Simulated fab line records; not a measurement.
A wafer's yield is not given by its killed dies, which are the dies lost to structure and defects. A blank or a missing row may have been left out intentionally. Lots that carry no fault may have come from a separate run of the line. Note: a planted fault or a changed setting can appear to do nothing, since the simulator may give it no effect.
Chamber matching || flow n5Finfet || N5_ILD0_CMP_03 on cmp-01: 4 sister chambers
The step polishes, stops on SiNx, t overpolish 1.9 s, target thk 197.38 nm. 14 wafers are shown with their chamber, then 7 later ones without.

== WAFERS PAIRED WITH THEIR CHAMBERS ==
{"wafer": "L076.3", "chamber": 2, "motorCurrentA (A)": 14.0, "timeToEndpointS (s)": 65, "padLifeWafers": 1779}
{"wafer": "L076.4", "chamber": 3, "motorCurrentA (A)": 14.3, "timeToEndpointS (s)": 74, "padLifeWafers": 1776}
{"wafer": "L078.2", "chamber": 1, "motorCurrentA (A)": 10.4, "timeToEndpointS (s)": 74, "padLifeWafers": 1920}
{"wafer": "L078.4", "chamber": 2, "motorCurrentA (A)": 13.2, "timeToEndpointS (s)": 71, "padLifeWafers": 1921}
{"wafer": "L079.1", "chamber": 3, "motorCurrentA (A)": 13.6, "timeToEndpointS (s)": 72, "padLifeWafers": 1971}
{"wafer": "L079.2", "chamber": 2, "motorCurrentA (A)": 12.9, "timeToEndpointS (s)": 70, "padLifeWafers": 1970}
{"wafer": "L079.3", "chamber": 0, "motorCurrentA (A)": 11.4, "timeToEndpointS (s)": 75, "padLifeWafers": 1968}
{"wafer": "L082.1", "chamber": 3, "motorCurrentA (A)": 13.8, "timeToEndpointS (s)": 77, "padLifeWafers": 2156}
{"wafer": "L082.4", "chamber": 1, "motorCurrentA (A)": 10.7, "timeToEndpointS (s)": 70, "padLifeWafers": 2154}
{"wafer": "L084.1", "chamber": 2, "motorCurrentA (A)": 13.7, "timeToEndpointS (s)": 70, "padLifeWafers": 3}
{"wafer": "L084.4", "chamber": 0, "motorCurrentA (A)": 11.1, "timeToEndpointS (s)": 76, "padLifeWafers": 1}
{"wafer": "L085.1", "chamber": 1, "motorCurrentA (A)": 10.9, "timeToEndpointS (s)": 66, "padLifeWafers": 43}
{"wafer": "L085.2", "chamber": 2, "motorCurrentA (A)": 13.3, "timeToEndpointS (s)": 67, "padLifeWafers": 44}
{"wafer": "L085.3", "chamber": 0, "motorCurrentA (A)": 10.6, "timeToEndpointS (s)": 72, "padLifeWafers": 42}

SIGNATURES, as means of the wafers listed above
{"reading": "motorCurrentA", "chamber 0": 11.033, "chamber 1": 10.667, "chamber 2": 13.420, "chamber 3": 13.900, "scatter within a chamber": 0.382}
{"reading": "timeToEndpointS", "chamber 0": 74.33, "chamber 1": 70.00, "chamber 2": 68.60, "chamber 3": 74.33, "scatter within a chamber": 2.8}
{"reading": "padLifeWafers", "chamber 0": 670.33, "chamber 1": 1372.33, "chamber 2": 1143.40, "chamber 3": 1967.67, "scatter within a chamber": 974}
Rule: distance of a wafer from a chamber = root of the sum over the readings of ((wafer's reading minus chamber's mean) / reading's scatter) squared. The wafer belongs to the nearest chamber; if the next one is less than 2 further off, it can't be placed. How the scatter is found: for the shown wafers, subtract from each reading the mean of its chamber, square and add these, divide the total by (wafers less chambers), then take the root.

== WAFERS WHOSE CHAMBER IS MISSING ==
{"wafer": "L087.2", "motorCurrentA (A)": 9.9, "timeToEndpointS (s)": 66, "padLifeWafers": 144}
{"wafer": "L087.3", "motorCurrentA (A)": 13.9, "timeToEndpointS (s)": 68, "padLifeWafers": 146}
{"wafer": "L087.4", "motorCurrentA (A)": 13.1, "timeToEndpointS (s)": 67, "padLifeWafers": 145}
{"wafer": "L091.1", "motorCurrentA (A)": 14.0, "timeToEndpointS (s)": 71, "padLifeWafers": 333}
{"wafer": "L094.2", "motorCurrentA (A)": 13.6, "timeToEndpointS (s)": 68, "padLifeWafers": 452}
{"wafer": "L094.3", "motorCurrentA (A)": 13.6, "timeToEndpointS (s)": 73, "padLifeWafers": 453}
{"wafer": "L097.2", "motorCurrentA (A)": 10.7, "timeToEndpointS (s)": 77, "padLifeWafers": 619}

== WHICH CHAMBER EACH ONE RAN IN ==
{"wafer": "L087.2", "from the rows above": "can't be placed: 1 or 0", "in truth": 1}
{"wafer": "L087.3", "from the rows above": "can't be placed: 2 or 3", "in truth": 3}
{"wafer": "L087.4", "from the rows above": 2, "in truth": 2}
{"wafer": "L091.1", "from the rows above": "can't be placed: 2 or 3", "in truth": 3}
{"wafer": "L094.2", "from the rows above": "can't be placed: 2 or 3", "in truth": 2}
{"wafer": "L094.3", "from the rows above": "can't be placed: 2 or 3", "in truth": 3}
{"wafer": "L097.2", "from the rows above": "can't be placed: 0 or 1", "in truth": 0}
Placed correctly: 1 of 7. Not placeable from these rows: 6 (in 6, the candidates include the true chamber). Wrongly placed: 0.
